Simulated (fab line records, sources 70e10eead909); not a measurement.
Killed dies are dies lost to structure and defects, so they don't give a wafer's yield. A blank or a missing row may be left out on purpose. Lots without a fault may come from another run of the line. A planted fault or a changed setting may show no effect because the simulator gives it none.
Which tool did it? | flow nand_harc | 14 lots, 42 wafers sampled, at 1 step of a route of 1159

WHAT THE GAUGES READ, wafer by wafer
NHARC_A_SGD_CUT_THK_MEAS_22: measures by ellipsometry.
lot  | measured     | on            | thk_nm (nm)
L234 | day 14 10:56 | film_metro-01 | 148.3 147.8 147.4
L235 | day 14 15:37 | film_metro-02 | 148.9 147.8 147.8
L236 | day 15 06:04 | film_metro-02 | 149.4 149.3 148.1
L238 | day 15 14:49 | film_metro-01 | 150.7 149.9 150.6
L245 | day 17 07:38 | film_metro-01 | 146.8 145.9 148.1
L247 | day 18 04:10 | film_metro-02 | 149.2 147.8 147.4
L248 | day 18 04:10 | film_metro-01 | 146.5 147.0 149.0
L246 | day 18 04:11 | film_metro-01 | 147.7 147.5 148.6
L250 | day 18 18:37 | film_metro-01 | 149.1 146.1 146.5
L251 | day 18 18:37 | film_metro-02 | 149.7 149.2 148.7
L254 | day 19 08:28 | film_metro-02 | 147.8 147.0 149.4
L253 | day 19 08:28 | film_metro-01 | 148.3 147.7 147.9
L252 | day 19 08:28 | film_metro-02 | 147.8 151.4 148.9
L255 | day 19 22:15 | film_metro-01 | 146.6 149.6 149.4

WHICH TOOL RAN EACH LOT (tool, then ch and the chambers of the sampled wafers, then the start)
The record holds no process step before these readings.

WHAT THE TOOLS THEMSELVES READ (means of the sampled wafers that have a number; where no wafer has one, the mark that the record gives instead)
The record holds no such reading with a usual standard deviation.

THE ANSWER, worked out from the rows above alone
Rule: what is usual is taken from the lots themselves. Put in order of their means at a reading, lots are off if they are a third of the lots or fewer, leave a main group of 4 or more, and stand apart from it by a gap of 3 or more times the standard deviation of the main group's means; of several such gaps the widest counts. A main group whose means are all the same, to the digits that the tables above print for the reading, isn't used. A lot without any number at a reading at which 4 lots or more have one is off too. The other lots that the step has rows for count as sound. The gauges are gone through in route order, then the tools' own readings, and for those a lot's mean is taken as printed above. The first step at which some lot is off is used, and at that step the reading that is off furthest; a lot without a number counts as furthest.
No lot is off at any reading shown: from this, nothing can be told.

WHAT THE SIMULATOR HAD PUT IN
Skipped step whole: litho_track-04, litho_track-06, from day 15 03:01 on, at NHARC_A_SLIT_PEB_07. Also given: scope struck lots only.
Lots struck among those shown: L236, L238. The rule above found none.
